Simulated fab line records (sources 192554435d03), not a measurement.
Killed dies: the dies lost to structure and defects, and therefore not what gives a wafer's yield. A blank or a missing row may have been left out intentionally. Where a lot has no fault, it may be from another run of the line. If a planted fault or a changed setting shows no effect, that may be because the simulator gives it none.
Chamber matching    flow n5_finfet    N5_BEOL_M10_DESCUM_16 on rie_diel-06 has 4 sister chambers
The step chemistry O2, time 7.9 s. 4 wafers are shown with their chamber, then 10 later ones without.

== WAFERS WITH THEIR CHAMBER ==
wafer   chamber  drypump_motor_current_A (A)
L088.1  2        4.9
L088.3  3        6.0
L092.2  0        5.7
L092.4  1        5.7

== WAFERS WHOSE CHAMBER IS MISSING ==
wafer   drypump_motor_current_A (A)
L092.6  6.0
L094.1  6.0
L094.2  5.7
L094.4  5.8
L095.4  5.7
L095.5  4.9
L095.6  5.8
L096.1  6.0
L096.3  4.9
L096.5  5.8

== WHICH CHAMBER EACH WENT THROUGH ==
wafer   from the rows above           in truth
L092.6  3                             3
L094.1  3                             3
L094.2  can't be placed: 0 or 1       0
L094.4  can't be placed: 0 or 1 or 3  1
L095.4  can't be placed: 0 or 1       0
L095.5  2                             2
L095.6  can't be placed: 0 or 1 or 3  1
L096.1  3                             3
L096.3  2                             2
L096.5  can't be placed: 0 or 1 or 3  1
Correct placement for 5 of the 10. Cannot be placed on the basis of these rows: 5; the candidates contain the true chamber in 5. Number placed wrongly: 0.
How it was worked out, from the rows above alone: a wafer's distance from a chamber is the root of the sum, over the readings, of the square of ((its reading less the chamber's mean) divided by the reading's scatter). If the next closest chamber is less than 2 further off than the closest, the wafer can't be placed; otherwise it belongs to the closest. A chamber's mean is the mean of its shown wafers. The scatter: with one shown wafer a chamber, the root of the mean of the squares of how far each hidden wafer lies from its nearest shown one.
